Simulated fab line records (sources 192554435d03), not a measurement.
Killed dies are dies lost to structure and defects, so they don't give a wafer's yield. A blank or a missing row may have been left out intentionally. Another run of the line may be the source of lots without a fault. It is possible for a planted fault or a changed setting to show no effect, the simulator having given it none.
A lot that was struck, set against a sound lot -- flow n5Finfet -- 15 out of 1938 route steps
Sound: these wafers, L744.4, L744.5, L744.6. Struck: wafer L754.2. The cause is given at the end.
At each step with rows: each side's tool, then ch and its chambers, then its first start. Under that, the readings that differ: sound wafers -- struck wafers -- difference of the means -- sigmas: that difference in standard deviations of wafers without a fault.
alike: a reading whose means differ by less than 2 such deviations, as well as words and numbers matching on both sides. not compared: withheld readings; readings where some wafer has no value; bounds like >300 that might hide an equal value; numbers whose values overlap and for which the record gives no deviation.
A row with sigmas, a row that says differs or no value, or rows on one side alone: a step with any of these is where the two part. When numbers do not overlap yet have no deviation, they are printed without sigmas and do not part them. Lack of a reading on every wafer of one side parts them only where that side has two or more wafers.

first, 1 step without rows for these wafers: N5_HKMG_FIN_STRIP_33 (strips in N2/H2).
N5_HKMG_FIN_STRIP_34: strips in CF4.
  sound on rieDiel-06 ch 0,3, day 4 13:56; struck on rieDiel-02 ch 0, day 6 22:05
  alike: drypumpMotorCurrentA, oesProductAu, rfVppV, showerheadPlenumPTorr, throttleValvePct
  not compared: rfHoursCounterH
then, 1 step without rows for these wafers: N5_HKMG_FIN_ETCH_35 (etches SOC in N2/H2, target depth 215.8 nm, time 243.4 s).
N5_HKMG_FIN_STRIP_92: strips SOC in N2/H2, time 20 s.
  sound on rieDiel-06 ch 0,3, day 4 14:07; struck on rieDiel-02 ch 0, day 6 22:15
reading,sound,struck,difference,sigmas
rfVppV (V),53.8 54.3 54.3,51.7,-2.4,-3
throttleValvePct (%),18.8 18.4 18.8,19.9,+1.2,+2
  alike: drypumpMotorCurrentA, oesProductAu, showerheadPlenumPTorr
  not compared: rfHoursCounterH
then, 2 steps without rows for these wafers: N5_HKMG_FIN_WET_ETCH_18 (etches TiN in SC1, time 55 s, target depth 5.2 nm, rinse time 30 s); N5_HKMG_FIN_STRIP_19 (strips in N2/H2, time 360 s).
N5_HKMG_FIN_ALD_91: deposits TiN, target thk 1 nm, pulse time 1 s, purge time 3 s.
  sound on aldMetal-04 ch 0,1,2, day 4 14:38; struck on aldMetal-04 ch 2, day 6 22:47
  alike: heaterPowerW, precursorPulseHeightRel
  not compared: sinceWetCleanH
then, 1 step without rows for these wafers: N5_HKMG_FIN_COAT_85 (time 60 s, resist thk 300 nm).
N5_HKMG_FIN_ETCH_86: etches SOC in N2/H2, stops on TiN, target depth 393.2 nm.
  sound on rieDiel-03 ch 2,3, day 4 14:59; struck on rieDiel-02 ch 2, day 6 23:08
reading,sound,struck,difference,sigmas
oesProductAu (a.u.),0.95 0.76 0.96,0.71,-0.18,-2
throttleValvePct (%),17.4 17.7 17.4,18.1,+0.6,+2
  alike: drypumpMotorCurrentA, rfVppV, showerheadPlenumPTorr
  not compared: rfHoursCounterH
N5_HKMG_FIN_STRIP_89: strips SOC in N2/H2, time 20 s.
  sound on rieDiel-03 ch 2,3, day 4 15:02; struck on rieDiel-02 ch 1, day 6 23:12
reading,sound,struck,difference,sigmas
drypumpMotorCurrentA (A),5.72 5.93 5.71,5.23,-0.56,-2
rfVppV (V),55.7 54.8 53.9,52.9,-1.9,-2
  alike: oesProductAu, showerheadPlenumPTorr, throttleValvePct
  not compared: rfHoursCounterH
then, 2 steps without rows for these wafers: N5_HKMG_FIN_WET_ETCH_87 (etches TiN in SC1, time 154.2 s, target depth 4.7 nm, rinse time 30 s); N5_HKMG_FIN_STRIP_88 (strips in N2/H2, time 360 s).
N5_HKMG_FIN_NWFM_ALD_20: deposits TiAlC, target thk 2 nm, pulse time 3 s, purge time 2 s.
  sound on aldMetal-02 ch 0,1,3, day 4 15:37; struck on aldMetal-02 ch 2, day 6 23:46
reading,sound,struck,difference,sigmas
aldCycles,7 7 7,6,-1,
  alike: heaterPowerW, precursorPulseHeightRel
  not compared: sinceWetCleanH
then, 2 steps without rows for these wafers: N5_HKMG_FIN_ALD_71 (deposits TiN, target thk 1 nm, pulse time 1 s, purge time 3 s); N5_PASSIVATION_PROBE_49.

== WHERE THEY PART ==
First at N5_HKMG_FIN_STRIP_92; last, within this record, at N5_HKMG_FIN_STRIP_89. Later steps at which nothing parts them and some readings are alike: N5_HKMG_FIN_NWFM_ALD_20.

WHY: the cause the simulator had injected
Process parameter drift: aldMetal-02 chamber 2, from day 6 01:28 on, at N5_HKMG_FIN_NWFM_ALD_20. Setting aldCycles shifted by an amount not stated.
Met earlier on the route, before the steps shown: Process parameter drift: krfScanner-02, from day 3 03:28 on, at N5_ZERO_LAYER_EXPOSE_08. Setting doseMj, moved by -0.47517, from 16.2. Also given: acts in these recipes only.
